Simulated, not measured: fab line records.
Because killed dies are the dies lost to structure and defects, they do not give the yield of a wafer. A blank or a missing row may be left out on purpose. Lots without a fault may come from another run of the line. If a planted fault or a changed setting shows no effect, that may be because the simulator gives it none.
A struck lot beside a sound one ; flow nandHarc ; 41 steps out of a route of 1302
Sound: wafers L170.1, L170.4, L170.5. Struck: wafer L186.2. (L186.3, L186.4 of the same lot were not struck and are left out.) The cause comes at the end.
At each step with rows: each side's tool, then ch and its chambers, then its first start. Under that, the readings that differ: sound wafers ; struck wafers ; difference of the means ; sigmas: that difference in standard deviations of wafers without a fault.
alike: readings with means less than 2 such deviations apart, plus words and numbers identical on both sides. not compared: withheld readings, readings lacking a value on some wafer, bounds such as >300 that could conceal the same value, and numbers that have no deviation in the record and whose values overlap.
The two part at a step that has a row with sigmas, a row that says differs or no value, or rows on one side only. When numbers do not overlap yet have no deviation, they are printed without sigmas and do not part them. A reading that every wafer of one side lacks parts them only if that side has two wafers or more.

NHARC_A_M1_OVL_MEAS_10: pitch 240 nm.
  sound: overlay-01 at day 23 03:29; struck: overlay-02 at day 29 14:52
reading;sound;struck;difference;sigmas
overlayYNm (nm);1.7 0.8 0.8;-1.2;-2.3;-3
  alike: overlayXNm
NHARC_A_M1_INSPECT_11:
  sound: defectInspect-02 at day 23 03:31; struck: defectInspect-01 at day 29 14:53
reading;sound;struck;difference;sigmas
rawDefectCount;74 60 60;166;+101;+3
then, 3 steps without rows for these wafers: NHARC_A_M1_DESCUM_14 (chemistry O2, time 3 s); NHARC_A_M1_ETCH_35 (etches the open film in N2/H2, target depth 40 nm, overetch 12 nm, time 43.94 s); NHARC_A_M1_ETCH_15 (etches the open film in C4F8/Ar, target depth 182.5 nm, time 91.2 s).
NHARC_A_M1_CD_MEAS_16:
  sound: cdSem-01 at day 23 03:53; struck: cdSem-03 at day 29 15:16
  alike: cdNm
NHARC_A_M1_STRIP_18: strips in N2/H2.
  sound on rieDiel-06 ch 0,1,3, day 23 03:58; struck on rieDiel-13 ch 2, day 29 15:20
  alike: drypumpMotorCurrentA, h2FlowSccm, oesProductAu, rfFwdPowerW, rfVppV, showerheadPlenumPTorr, throttleValvePct
  not compared: rfHoursCounterH
NHARC_A_M1_ETCH_28: etches the open film in CF4/N2, target depth 30 nm, time 72.99 s.
  sound on rieDiel-06 ch 1,3; struck on rieDiel-13 ch 3
  alike: drypumpMotorCurrentA, oesProductAu, rfFwdPowerW, rfVppV, showerheadPlenumPTorr, throttleValvePct
  not compared: rfHoursCounterH
then, 1 step without rows for these wafers: NHARC_A_M1_STRIP_19 (strips in post etch residue remover, time 600 s).
NHARC_A_M1_DEGAS_29: time 60 s.
  sound: pvdSputter-01 at day 23 04:37; struck: pvdSputter-01 at day 29 15:59
  alike: heaterPowerW
then, 2 steps without rows for these wafers: NHARC_A_M1_PRE_CLEAN_30 (time 30 s); NHARC_A_M1_PVD_20 (deposits TaN, target thk 5 nm, time 8.06 s).
NHARC_A_M1_PVD_21: deposits Cu, target thk 30 nm, time 20.49 s.
  sound: pvdSputter-01 at day 23 04:50; struck: pvdSputter-01 at day 29 16:12
  alike: throttleValvePct
then, 1 step without rows for these wafers: NHARC_A_M1_ECD_22 (material Cu, target thk 400 nm).
NHARC_A_M1_ANNEAL_31: time 90 s.
  sound on rtpAnneal-01 ch 0, day 23 05:21; struck on rtpAnneal-01 ch 0, day 29 16:46
  alike: wafer_temp_C_max
then, 2 steps without rows for these wafers: NHARC_A_M1_CMP_23 (polishes, t overpolish 20 s, target thk 154.34 nm); NHARC_A_M1_SRD_25.
NHARC_A_M1_INSPECT_27:
  sound: defectInspect-02 at day 23 06:10; struck: defectInspect-01 at day 29 17:32
  alike: rawDefectCount
then, 4 steps without rows for these wafers: NHARC_A_M1_PRE_CLEAN_32 (time 12 s); NHARC_A_M1_DEP_33 (deposits SiCN, target thk 30 nm); NHARC_A_BONDPAD_DEP_00 (deposits SiCN, target thk 250 nm); NHARC_A_BONDPAD_CMP_29 (polishes SiCN, target thk 200 nm).
NHARC_A_BONDPAD_THK_MEAS_30: measures by ellipsometry.
  the record has rows for the sound wafers here (filmMetro-01, day 23 07:31) and none for the struck ones
then, 10 steps without rows for these wafers: NHARC_A_BONDPAD_SRD_31; NHARC_A_BONDPAD_DEHYDRATE_01 (time 120 s); NHARC_A_BONDPAD_HMDS_02 (time 30 s); NHARC_A_BONDPAD_COAT_33 (time 65 s); NHARC_A_BONDPAD_COAT_03 (resist thk 600 nm); NHARC_A_BONDPAD_SOFTBAKE_04 (time 70 s); NHARC_A_BONDPAD_EBR_05; NHARC_A_BONDPAD_EXPOSE_06 (exposes mask A BPAD); NHARC_A_BONDPAD_PEB_07 (peb time 80 s); NHARC_A_BONDPAD_DEVELOP_08 (time 50 s).
NHARC_A_BONDPAD_CD_MEAS_09: target cd 500 nm.
  the record has rows for the sound wafers here (cdSem-01 ch 0, day 23 07:58) and none for the struck ones
NHARC_A_BONDPAD_OVL_MEAS_35:
  the record has rows for the sound wafers here (overlay-01, day 23 08:03) and none for the struck ones
then, 3 steps without rows for these wafers: NHARC_A_BONDPAD_HARDBAKE_10 (time 65 s); NHARC_A_BONDPAD_DESCUM_11 (chemistry O2, time 3 s); NHARC_A_BONDPAD_ETCH_34 (etches the open film in N2/H2, target depth 60 nm, overetch 18 nm, time 65.91 s).
NHARC_A_BONDPAD_ETCH_12: etches the open film in CHF3/O2, target depth 220 nm, time 110 s.
  the record has rows for the sound wafers here (rieDiel-03 ch 0,1,3) and none for the struck ones
NHARC_A_BONDPAD_CD_MEAS_13:
  the record has rows for the sound wafers here (cdSem-01, day 23 08:29) and none for the struck ones
NHARC_END_SORT_01:
  sound on prober-02 ch 0, day 24 13:53; struck on prober-01 ch 0, day 31 02:31
reading;sound;struck;difference;sigmas
hold;- - -;awaitDispo/1.2h/release;no value on the sound wafers;
defectLimitedYield (%);94.5 93.5 94.5;0;-94;-39
killedAtArray;34 39 33;670;+635;+40
killedDies;37 44 37;677;+638;+40
sort_bin_2_pct (%);2.8 1.9 1.5;93.8;+91.7;+92
sort_bin_3_pct (%);0.3 0.6 0.3;1.2;+0.8;+2
sortNPass;640 633 640;0;-638;-40
sortRimYieldPct (%);86 89 90;0;-88;-21
sortYieldPct (%);94.5 93.5 94.5;0;-94;-39
  alike: killedAtOther, killedAtPeriphery, killedOpen, killedShort, sort_bin_4_pct

## WHERE THEY PART
First at NHARC_A_M1_OVL_MEAS_10; last, within this record, at NHARC_END_SORT_01.

WHY: the cause the simulator had injected
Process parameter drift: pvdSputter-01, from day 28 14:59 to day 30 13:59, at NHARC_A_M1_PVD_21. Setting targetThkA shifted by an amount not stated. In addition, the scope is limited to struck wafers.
